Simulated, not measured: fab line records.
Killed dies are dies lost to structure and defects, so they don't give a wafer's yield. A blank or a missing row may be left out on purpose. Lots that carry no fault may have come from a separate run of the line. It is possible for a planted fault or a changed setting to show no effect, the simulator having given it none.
Matching of chambers + flow n5 finfet + 4 sister chambers for N5_FIN_SAQP_ETCH_69 on rie diel-03
The step etches SOC in N2/H2, stops on SiNx, target depth 150 nm. 4 wafers are shown with their chamber, then 7 later ones without.

== WAFERS PAIRED WITH THEIR CHAMBERS ==
| wafer  | chamber | drypump motor current A (A) |
|--------|---------|-----------------------------|
| L078.5 | 2       | 5.6                         |
| L084.6 | 0       | 5.5                         |
| L088.2 | 1       | 6.1                         |
| L088.4 | 3       | 6.0                         |

== WAFERS MISSING THEIR CHAMBER ==
| wafer  | drypump motor current A (A) |
|--------|-----------------------------|
| L088.5 | 5.5                         |
| L090.3 | 5.5                         |
| L090.4 | 6.0                         |
| L090.5 | 6.2                         |
| L093.2 | 5.5                         |
| L093.3 | 5.6                         |
| L093.4 | 6.2                         |

== CHAMBER TAKEN BY EACH ==
| wafer  | from the rows above     | in truth |
|--------|-------------------------|----------|
| L088.5 | can't be placed: 0 or 2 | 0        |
| L090.3 | can't be placed: 0 or 2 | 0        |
| L090.4 | can't be placed: 3 or 1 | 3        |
| L090.5 | can't be placed: 1 or 3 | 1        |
| L093.2 | can't be placed: 0 or 2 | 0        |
| L093.3 | can't be placed: 2 or 0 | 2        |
| L093.4 | can't be placed: 1 or 3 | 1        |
0 of 7 placed correctly. From these rows, 7 cannot be placed; in 7 the true chamber is one of the candidates. Placed wrongly: 0.
How it was worked out, from the rows above alone: a wafer's distance from a chamber is the root of the sum, over the readings, of the square of ((its reading less the chamber's mean) divided by the reading's scatter). If the next closest chamber is less than 2 further off than the closest, the wafer can't be placed; otherwise it belongs to the closest. A chamber's mean is the mean of its shown wafers. The scatter: root of mean squared gap, hidden wafer to nearest shown wafer, with one shown wafer a chamber.
